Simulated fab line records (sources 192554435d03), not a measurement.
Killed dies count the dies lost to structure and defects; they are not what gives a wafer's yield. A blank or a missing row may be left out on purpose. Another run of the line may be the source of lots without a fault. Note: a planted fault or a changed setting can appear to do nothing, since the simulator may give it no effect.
Split-lot study ; flow n5-finfet ; 7 lots, 21 wafers read, on a route of 1938 steps

ABOUT THE SPLIT
At N5_MIM_BOT_LITHO_EXPOSE_05 (exposes mask MIM BOT), the setting dose-mj was moved away from the recipe's 24.25 on 7 of the 21 wafers read, by -6.8% to +7.4%. This setting was run at the recipe's value on the other wafers.

FROM THE SPLIT TO THE READING: what the file shows between them, 3 steps
- N5_MIM_BOT_LITHO_PEB_06
- N5_MIM_BOT_LITHO_DEVELOP_07: develop time 60 s
- N5_MIM_BOT_LITHO_HARDBAKE_09: time 120 s

THE READING
Shown in nm: cd-nm at N5_MIM_BOT_LITHO_CD_MEAS_08, with target cd 3000 nm. Fault-free wafers of this fab line usually give 2999.3 nm, standard deviation 1.4 nm.

wafer;tool, chamber at the split;dose-mj as run;against the recipe;cd-nm, nm;against lot-mates on the recipe
L074.3;krf-scanner-01, 0;22.61;-6.8%;2986.6;-11.9
L074.4;krf-scanner-01, 0;24.25;recipe;2998.5;-
L074.6;krf-scanner-01, 0;22.61;-6.8%;2988.1;-10.4
L078.3;krf-scanner-01, 0;24.25;recipe;2997.4;-
L078.4;krf-scanner-01, 0;24.25;recipe;2998.8;-
L078.5;krf-scanner-01, 0;24.25;recipe;2997.9;-
L080.1;krf-scanner-01, 0;24.25;recipe;3001.5;-
L080.5;krf-scanner-01, 0;24.25;recipe;3000.3;-
L080.6;krf-scanner-01, 0;24.25;recipe;2999.4;-
L083.1;krf-scanner-01, 0;24.25;recipe;2997.0;-
L083.4;krf-scanner-01, 0;24.25;recipe;2997.8;-
L083.5;krf-scanner-01, 0;24.25;recipe;2999.4;-
L084.3;krf-scanner-01, 0;23.01;-5.1%;2988.1;-8.7
L084.4;krf-scanner-01, 0;23.01;-5.1%;2989.2;-7.6
L084.5;krf-scanner-01, 0;24.25;recipe;2996.8;-
L093.2;krf-scanner-01, 0;24.25;recipe;3000.2;-
L093.4;krf-scanner-01, 0;26.04;+7.4%;3009.3;+9.1
L093.6;krf-scanner-01, 0;26.04;+7.4%;3011.1;+10.9
L094.2;krf-scanner-02, 0;22.72;-6.3%;2988.0;-13.2
L094.5;krf-scanner-02, 0;24.25;recipe;3001.1;-
L094.6;krf-scanner-02, 0;24.25;recipe;3001.3;-

THE FIT
A straight line over all 21 wafers: cd-nm changes by +1.69 nm for each +1% of dose-mj; r = +0.97; the points scatter about the line by 1.5 nm.
The same after taking each lot's own level away (the mean of its wafers on the recipe; 21 wafers): +1.57 nm for each +1%; r = +0.98; scatter 1.1 nm.
The reading moves by 12 nm for the largest change in dose-mj, on that fit.
Across the lots, their own levels run from 2996.80 to 3001.20 nm, a range of 3.1 times the standard deviation given above.
The two slopes are in agreement: the lot-to-lot level therefore moves the slope only a little.
Check: for one of the wafers moved furthest among these (+7.4%), held out of the fit, the line's prediction against its lot-mates is +12.1 nm. It came out at +9.1 nm against them.

FILE'S OWN FIT
cd-nm changes by +1.65 nm for each +1% of dose-mj, r = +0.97.
